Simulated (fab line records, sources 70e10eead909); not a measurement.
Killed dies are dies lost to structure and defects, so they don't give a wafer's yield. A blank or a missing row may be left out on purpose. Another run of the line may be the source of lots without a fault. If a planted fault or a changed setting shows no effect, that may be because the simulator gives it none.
Chamber matching	flow nand harc	pecvd-03 running NHARC_P_M1_PRE_CLEAN_32: 3 sister chambers
The step time 12 s. 6 wafers are shown with their chamber, then 7 later ones without.

== EACH WAFER AND ITS CHAMBER ==
wafer	chamber	heater power outer w (W)	heater power w (W)
L779.2	0	252	489
L781.1	1	334	573
L781.3	0	231	457
L781.5	2	447	717
L792.1	1	392	643
L792.4	2	423	687

== WAFERS MISSING THEIR CHAMBER ==
wafer	heater power outer w (W)	heater power w (W)
L792.5	394	662
L793.2	264	494
L793.3	417	703
L793.5	433	704
L794.2	446	737
L794.4	442	725
L794.5	221	440

== CHAMBER TAKEN BY EACH ==
wafer	from the rows above	in truth
L792.5	can't be placed: 2 or 1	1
L793.2	0	0
L793.3	2	2
L793.5	2	2
L794.2	2	2
L794.4	2	2
L794.5	0	0
Correctly placed: 6 of 7. From these rows, 1 cannot be placed; in 1 the true chamber is one of the candidates. Placed wrongly: 0.
How it was worked out, from the rows above alone: a wafer's distance from a chamber is the root of the sum, over the readings, of the square of ((its reading less the chamber's mean) divided by the reading's scatter). If the next closest chamber is less than 2 further off than the closest, the wafer can't be placed; otherwise it belongs to the closest. For every chamber, the mean is computed from those of its wafers that are shown. The scatter: take each reading less its chamber's mean, square it, sum over the shown wafers, divide by the number of wafers less the number of chambers, and take the root.
